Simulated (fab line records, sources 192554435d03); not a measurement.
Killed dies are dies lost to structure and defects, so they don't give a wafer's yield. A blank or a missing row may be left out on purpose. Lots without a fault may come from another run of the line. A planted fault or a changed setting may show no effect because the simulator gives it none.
Chamber matching | flow n5_finfet | N5_STI_FIN_REVEAL_ETCH_34 on rie_si-05: 4 sister chambers
The step etches Si in H2, material Si, target depth 0.97 nm. 4 wafers are shown with their chamber, then 11 later ones without.

WAFERS WITH THEIR CHAMBER
wafer  | chamber | drypump_motor_current_A (A)
L084.1 | 0       | 5.0
L085.6 | 2       | 5.7
L089.6 | 3       | 6.4
L092.2 | 1       | 6.1

WAFERS WITHOUT THEIR CHAMBER
wafer  | drypump_motor_current_A (A)
L092.4 | 5.0
L092.5 | 6.1
L093.1 | 5.7
L093.5 | 5.7
L093.6 | 6.1
L095.2 | 6.1
L095.4 | 6.4
L095.5 | 6.5
L097.3 | 6.4
L097.4 | 6.1
L097.6 | 6.4

WHICH CHAMBER EACH WENT THROUGH
wafer  | from the rows above | in truth
L092.4 | 0                   | 0
L092.5 | 1                   | 1
L093.1 | 2                   | 2
L093.5 | 2                   | 2
L093.6 | 1                   | 1
L095.2 | 1                   | 1
L095.4 | 3                   | 3
L095.5 | 3                   | 3
L097.3 | 3                   | 3
L097.4 | 1                   | 1
L097.6 | 3                   | 3
Placed correctly: 11 of 11. Can't be placed from these rows: 0. Placed wrongly: 0.
How it was worked out, from the rows above alone: a wafer's distance from a chamber is the root of the sum, over the readings, of the square of ((its reading less the chamber's mean) divided by the reading's scatter). The wafer belongs to the nearest chamber; if the next one is less than 2 further off, it can't be placed. A chamber's mean is the mean of its shown wafers. The scatter: with one shown wafer a chamber, the root of the mean of the squares of how far each hidden wafer lies from its nearest shown one.
